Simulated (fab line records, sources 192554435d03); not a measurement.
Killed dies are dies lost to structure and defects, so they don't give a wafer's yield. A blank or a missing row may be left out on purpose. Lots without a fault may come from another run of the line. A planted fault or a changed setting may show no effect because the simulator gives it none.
A struck lot beside a sound one | flow n5_finfet | 44 steps out of a route of 1938
Sound: wafers L913.1, L913.5, L913.6. Struck: wafer L934.6. (L934.3, L934.4 of the same lot were not struck and are left out.) The cause comes at the end.
At each step with rows: each side's tool, then ch and its chambers, then its first start. Under that, the readings that differ: sound wafers | struck wafers | difference of the means | sigmas: that difference in standard deviations of wafers without a fault.
alike: readings whose means differ by less than 2 such deviations, and words and numbers that are the same on both sides. not compared: withheld readings, readings that some wafer has no value for, bounds like >300 that may hide the same value, and numbers for which the record gives no deviation and whose values overlap.
The two part at a step that has a row with sigmas, a row that says differs or no value, or rows on one side only. Numbers that don't overlap but have no deviation are shown without sigmas and don't part them. A reading that every wafer of one side lacks parts them only if that side has two wafers or more.

N5_BEOL_M5_CD_MEAS_28: target cd 30.6 nm, target cd y 20 nm.
  sound on cd_sem-02 ch 0, day 12 13:16; struck on cd_sem-02 ch 0, day 16 13:15
  reading    | sound             | struck | difference | sigmas
  cd_nm (nm) | 30.08 29.89 30.26 | 30.76  | +0.68      | +2
N5_BEOL_M5_OVL_MEAS_29:
  sound on overlay-02 ch 0, day 12 13:17; struck on overlay-01 ch 0, day 16 13:17
  alike: V4_OVL
N5_BEOL_M5_INSPECT_30: inspects for defects (brightfield).
  sound on defect_inspect-01, day 12 13:21; struck on defect_inspect-01, day 16 13:20
  alike: raw_defect_count
then, 9 steps without rows for these wafers: N5_BEOL_M5_DESCUM_33 (chemistry O2, time 7 s); N5_BEOL_M5_ETCH_75 (etches underlayer in N2/H2, target depth 6.5 nm, time 5.2 s); N5_BEOL_M5_ETCH_67 (etches SiARC in CF4, target depth 15.6 nm, time 26 s); N5_BEOL_M5_ETCH_68 (etches SOC in N2/H2, target depth 80 nm, overetch 16 nm, time 120 s); N5_BEOL_M5_STRIP_69 (strips in N2/H2); N5_BEOL_M5_STRIP_76 (strips in N2/H2); N5_BEOL_M5_VIA_ETCH_34 (etches SiCOH lowk in C4F6/O2, target depth 88.3 nm, time 39.2 s); N5_BEOL_M5_STRIP_85 (strips in C4F6/O2); N5_BEOL_M5_STRIP_36 (strips in N2/H2).
N5_BEOL_M5_TRENCH_ETCH_37: etches SiCOH lowk in C4F6/O2, target depth 71.652 nm, time 24.7 s.
  sound on rie_diel-06 ch 1,2, day 12 13:39; struck on rie_diel-02 ch 0, day 16 13:38
  reading                             | sound             | struck | difference | sigmas
  model.etch.depth_nm (nm)            | 69.44 69.56 70.05 | 56.34  | -13.34     |
  model.BEOL_M5.feature_depth_nm (nm) | 69.4 69.6 70      | 56.4   | -13.3      |
  alike: drypump_motor_current_A, oes_product_au, rf_vpp_V, showerhead_plenum_p_Torr, throttle_valve_pct
  not compared: rf_hours_counter_h
N5_BEOL_M5_ETCH_41: etches SiCN in CH3F/O2, target depth 31.5 nm, time 56.7 s.
  sound on rie_diel-06 ch 1,2; struck on rie_diel-02 ch 0
  alike: drypump_motor_current_A, oes_product_au, rf_vpp_V, showerhead_plenum_p_Torr, throttle_valve_pct
  not compared: rf_hours_counter_h
then, 1 step without rows for these wafers: N5_BEOL_M5_STRIP_91 (strips in N2/H2, time 10 s).
N5_BEOL_M5_OCD_MEAS_38:
  sound on ocd-01, day 12 13:48; struck on ocd-01, day 16 13:47
  reading              | sound          | struck | difference | sigmas
  trench_depth_nm (nm) | 69.3 69.2 70.2 | 55.5   | -14.1      | -7
then, 4 steps without rows for these wafers: N5_BEOL_M5_HM_STRIP_39 (strips TiN in peroxide tin strip, target depth 25 nm, time 158 s); N5_BEOL_M5_SRD_40 (time 30 s); N5_BEOL_M5_PRECLEAN_42 (cleans in residue remover, time 60 s); N5_BEOL_M5_SRD_43 (time 30 s).
N5_BEOL_M5_CD_MEAS_35: target cd 28 nm, target cd y 24 nm.
  sound on cd_sem-03, day 12 13:58; struck on cd_sem-02, day 16 13:58
  alike: cd_nm
then, 1 step without rows for these wafers: N5_BEOL_M5_CURE_80 (cures SiCOH lowk, time 120 s).
N5_BEOL_M5_DEGAS_44: time 60 s.
  sound on pvd_sputter-02, day 12 15:41; struck on pvd_sputter-01, day 16 16:58
  alike: heater_power_w
then, 2 steps without rows for these wafers: N5_BEOL_M5_PRE_CLEAN_45 (time 30 s); N5_BEOL_M5_ALD_86 (deposits TaN, pulse time 2 s, purge time 3 s, co reactant purge time 2 s).
N5_BEOL_M5_SURFACE_TREAT_87:
  sound on pvd_sputter-02, day 12 16:09; struck on pvd_sputter-01, day 16 17:20
  not compared: throttle_valve_pct
then, 6 steps without rows for these wafers: N5_BEOL_M5_CVD_47 (deposits Co from CCTBA/H2, target thk 3 nm, time 216 s); N5_BEOL_M5_SPUTTER_48 (material Cu, target thk 15 nm, time 27.62 s); N5_BEOL_M5_ANNEAL_49 (time 1800 s); N5_BEOL_M5_SPUTTER_81 (material Cu, target thk 15 nm, time 27.62 s); N5_BEOL_M5_ANNEAL_82 (time 1800 s); N5_BEOL_M5_SPUTTER_83 (material Cu, target thk 15 nm, time 27.62 s).
N5_BEOL_M5_ANNEAL_84: time 1800 s.
  sound on pvd_sputter-03, day 12 18:58; struck on pvd_sputter-02, day 16 19:52
  alike: heater_power_w
then, 4 steps without rows for these wafers: N5_BEOL_M5_SPUTTER_88 (material Cu, target thk 15 nm, time 27.62 s); N5_BEOL_M5_ANNEAL_89 (time 1800 s); N5_BEOL_M5_SPUTTER_90 (material Cu, target thk 4.5 nm, time 8.29 s); N5_BEOL_M5_ECD_50 (material Cu, target thk 300 nm).
N5_BEOL_M5_ANNEAL_51: time 90 s.
  sound on rtp_anneal-01 ch 0, day 12 21:16; struck on rtp_anneal-02 ch 0, day 16 22:15
  alike: wafer_temp_C_max
N5_BEOL_M5_CMP_52: polishes, stops on SiCOH lowk, t overpolish 6.9 s, target thk 62 nm.
  sound on cmp-04 ch 1,2,3, day 12 21:38; struck on cmp-01 ch 3, day 16 22:28
  reading                                | sound        | struck | difference | sigmas
  model.Cu_of_BEOL_M5_ECD_50.thk_nm (nm) | 56.8 60 61.2 | 48.4   | -10.9      |
  alike: barrier_field_endpoint_s, head_pressure_psi, motor_current_A, overpolish_run_s, slurry_filter_dp_kPa, time_to_endpoint_s
N5_BEOL_M5_THK_MEAS_53: measures by xrf.
  sound on film_metro-02, day 12 21:52; struck on film_metro-02, day 16 22:45
  reading     | sound          | struck | difference | sigmas
  M5_THK (nm) | 56.6 59.8 60.7 | 48.4   | -10.6      | -5
then, 2 steps without rows for these wafers: N5_BEOL_M5_PRE_CLEAN_77 (time 15 s); N5_BEOL_M5_CO_CAP_78 (material Co, precursor CCTBA/H2, target thk 2 nm, time 102.1 s).
N5_BEOL_M5_RS_MEAS_57: measures by four-point-probe.
  sound on film_metro-01, day 12 22:07; struck on film_metro-01, day 16 23:01
  reading        | sound             | struck | difference | sigmas
  M5_RS (ohm/sq) | 0.429 0.401 0.392 | 0.524  | +0.117     | +7
-- the record jumps here: 3 days lie between the struck wafers' starts before and after (it left off in module BEOL_M5 and takes up again in module BEOL_M15, whose first step shown is number 1830 of the route) --
N5_BEOL_M15_RC_MEAS_101:
  sound on prober-01 ch 0, day 15 19:49; struck on prober-02 ch 0, day 20 08:51
  reading                   | sound                      | struck   | difference | sigmas
  COMB_M11 (S/m)            | 1.21e-11 1.44e-11 1.26e-11 | 1.92e-11 | +6.17e-12  | +2
  COMB_M6 (S/m)             | 2.1e-11 2.5e-11 2e-11      | 3.4e-11  | +1.2e-11   | +2
  COMB_M8 (S/m)             | 3.3e-11 3.1e-11 3.1e-11    | 2.2e-11  | -9.7e-12   | -2
  SERP_M10 (ohm/um)         | 3.03 3.03 3.02             | 3.38     | +0.35      | +3
  SERP_M13 (ohm/um)         | 0.303 0.303 0.299          | 0.324    | +0.022     | +2
  SERP_M5 (ohm/um)          | 43.1 38.4 38.3             | 52.4     | +12.5      | +5
  SERP_M5_max_site (ohm/um) | 44.6 40.2 39.0             | 54.3     | +13.0      | +5
  SERP_M7 (ohm/um)          | 13.7 14.2 15.5             | 12.9     | -1.6       | -2
  alike: etest_temp_c, COMB_M10, COMB_M12, COMB_M13, COMB_M14, COMB_M15, COMB_M7, COMB_M7_max_site, COMB_M9, SERP_M11, SERP_M11_max_site, SERP_M12, SERP_M14, SERP_M6, SERP_M8, SERP_M9

WHERE THEY PART
First at N5_BEOL_M5_CD_MEAS_28; last, within this record, at N5_BEOL_M15_RC_MEAS_101.

WHY: what the simulator had put in
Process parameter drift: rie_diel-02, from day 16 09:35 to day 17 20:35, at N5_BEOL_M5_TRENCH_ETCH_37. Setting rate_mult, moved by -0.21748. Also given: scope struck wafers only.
